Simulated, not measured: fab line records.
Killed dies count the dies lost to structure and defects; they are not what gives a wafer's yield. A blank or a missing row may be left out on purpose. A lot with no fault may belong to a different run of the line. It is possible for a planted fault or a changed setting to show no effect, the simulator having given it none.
Matching of chambers || flow n5_finfet || N5_FIN_CUT_STRIP_24 on rie_diel-01: 4 sister chambers
The step strips in CF4. 8 wafers are shown with their chamber, then 9 later ones without.

== WAFERS WITH THEIR CHAMBER ==
{"wafer": "L078.4", "chamber": 2, "drypump_motor_current_A (A)": 6.8, "showerhead_plenum_p_Torr (Torr)": 1.76}
{"wafer": "L079.1", "chamber": 1, "drypump_motor_current_A (A)": 6.4, "showerhead_plenum_p_Torr (Torr)": 1.82}
{"wafer": "L083.1", "chamber": 1, "drypump_motor_current_A (A)": 6.3, "showerhead_plenum_p_Torr (Torr)": 1.82}
{"wafer": "L083.3", "chamber": 3, "drypump_motor_current_A (A)": 6.3, "showerhead_plenum_p_Torr (Torr)": 1.79}
{"wafer": "L083.4", "chamber": 2, "drypump_motor_current_A (A)": 6.8, "showerhead_plenum_p_Torr (Torr)": 1.76}
{"wafer": "L090.2", "chamber": 3, "drypump_motor_current_A (A)": 6.3, "showerhead_plenum_p_Torr (Torr)": 1.78}
{"wafer": "L090.3", "chamber": 0, "drypump_motor_current_A (A)": 5.1, "showerhead_plenum_p_Torr (Torr)": 1.76}
{"wafer": "L090.5", "chamber": 0, "drypump_motor_current_A (A)": 5.1, "showerhead_plenum_p_Torr (Torr)": 1.76}

== WAFERS WITHOUT THEIR CHAMBER ==
{"wafer": "L092.2", "drypump_motor_current_A (A)": 6.8, "showerhead_plenum_p_Torr (Torr)": 1.76}
{"wafer": "L092.4", "drypump_motor_current_A (A)": 6.3, "showerhead_plenum_p_Torr (Torr)": 1.78}
{"wafer": "L092.5", "drypump_motor_current_A (A)": 6.8, "showerhead_plenum_p_Torr (Torr)": 1.76}
{"wafer": "L094.2", "drypump_motor_current_A (A)": 5.1, "showerhead_plenum_p_Torr (Torr)": 1.76}
{"wafer": "L094.3", "drypump_motor_current_A (A)": 6.3, "showerhead_plenum_p_Torr (Torr)": 1.81}
{"wafer": "L094.5", "drypump_motor_current_A (A)": 6.2, "showerhead_plenum_p_Torr (Torr)": 1.78}
{"wafer": "L097.3", "drypump_motor_current_A (A)": 6.8, "showerhead_plenum_p_Torr (Torr)": 1.75}
{"wafer": "L097.4", "drypump_motor_current_A (A)": 6.8, "showerhead_plenum_p_Torr (Torr)": 1.75}
{"wafer": "L097.6", "drypump_motor_current_A (A)": 5.1, "showerhead_plenum_p_Torr (Torr)": 1.76}

== WHICH CHAMBER EACH WENT THROUGH ==
{"wafer": "L092.2", "from the rows above": 2, "in truth": 2}
{"wafer": "L092.4", "from the rows above": 3, "in truth": 3}
{"wafer": "L092.5", "from the rows above": 2, "in truth": 2}
{"wafer": "L094.2", "from the rows above": 0, "in truth": 0}
{"wafer": "L094.3", "from the rows above": 1, "in truth": 1}
{"wafer": "L094.5", "from the rows above": 3, "in truth": 3}
{"wafer": "L097.3", "from the rows above": 2, "in truth": 2}
{"wafer": "L097.4", "from the rows above": 2, "in truth": 2}
{"wafer": "L097.6", "from the rows above": 0, "in truth": 0}
Correct placement for 9 of the 9. Left unplaced by these rows: 0. Placed wrongly: 0.
How it was worked out, from the rows above alone: a wafer's distance from a chamber is the root of the sum, over the readings, of the square of ((its reading less the chamber's mean) divided by the reading's scatter). If the next closest chamber is less than 2 further off than the closest, the wafer can't be placed; otherwise it belongs to the closest. Each chamber's mean is taken over the wafers shown for it. The scatter is the square root of a quotient: the sum, over the shown wafers, of each reading's squared deviation from its chamber's mean, divided by wafers minus chambers.
